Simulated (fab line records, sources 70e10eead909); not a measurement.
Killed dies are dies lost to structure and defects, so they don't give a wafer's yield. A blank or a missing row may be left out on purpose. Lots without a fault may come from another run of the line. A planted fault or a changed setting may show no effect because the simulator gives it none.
Chamber matching | flow nand_harc | NHARC_P_M0_DESCUM_14 on rie_diel-05: 4 sister chambers
The step chemistry O2, time 3 s. 8 wafers are shown with their chamber, then 12 later ones without.

WAFERS WITH THEIR CHAMBER
wafer  | chamber | showerhead_plenum_p_Torr (Torr) | drypump_motor_current_A (A)
L076.5 | 1       | 2.05                            | 5.1
L086.3 | 1       | 2.04                            | 5.1
L088.2 | 3       | 1.77                            | 5.2
L088.3 | 2       | 1.82                            | 5.8
L088.6 | 0       | 1.91                            | 6.0
L091.1 | 3       | 1.77                            | 5.2
L091.3 | 2       | 1.82                            | 5.9
L091.4 | 0       | 1.91                            | 6.0

WAFERS WITHOUT THEIR CHAMBER
wafer  | showerhead_plenum_p_Torr (Torr) | drypump_motor_current_A (A)
L092.1 | 1.91                            | 6.0
L092.5 | 1.82                            | 5.8
L092.6 | 1.77                            | 5.2
L093.1 | 1.77                            | 5.2
L093.3 | 2.04                            | 5.1
L093.5 | 1.82                            | 5.9
L095.1 | 1.82                            | 5.8
L095.4 | 2.04                            | 5.1
L095.5 | 1.91                            | 6.0
L097.1 | 1.91                            | 6.0
L097.4 | 1.82                            | 5.8
L097.5 | 1.91                            | 6.0

WHICH CHAMBER EACH WENT THROUGH
wafer  | from the rows above | in truth
L092.1 | 0                   | 0
L092.5 | 2                   | 2
L092.6 | 3                   | 3
L093.1 | 3                   | 3
L093.3 | 1                   | 1
L093.5 | 2                   | 2
L095.1 | 2                   | 2
L095.4 | 1                   | 1
L095.5 | 0                   | 0
L097.1 | 0                   | 0
L097.4 | 2                   | 2
L097.5 | 0                   | 0
Placed correctly: 12 of 12. Can't be placed from these rows: 0. Placed wrongly: 0.
How it was worked out, from the rows above alone: a wafer's distance from a chamber is the root of the sum, over the readings, of the square of ((its reading less the chamber's mean) divided by the reading's scatter). The wafer belongs to the nearest chamber; if the next one is less than 2 further off, it can't be placed. A chamber's mean is the mean of its shown wafers. The scatter: the root of (the sum of the squares of (reading less its chamber's mean) over the shown wafers, divided by (wafers less chambers)).
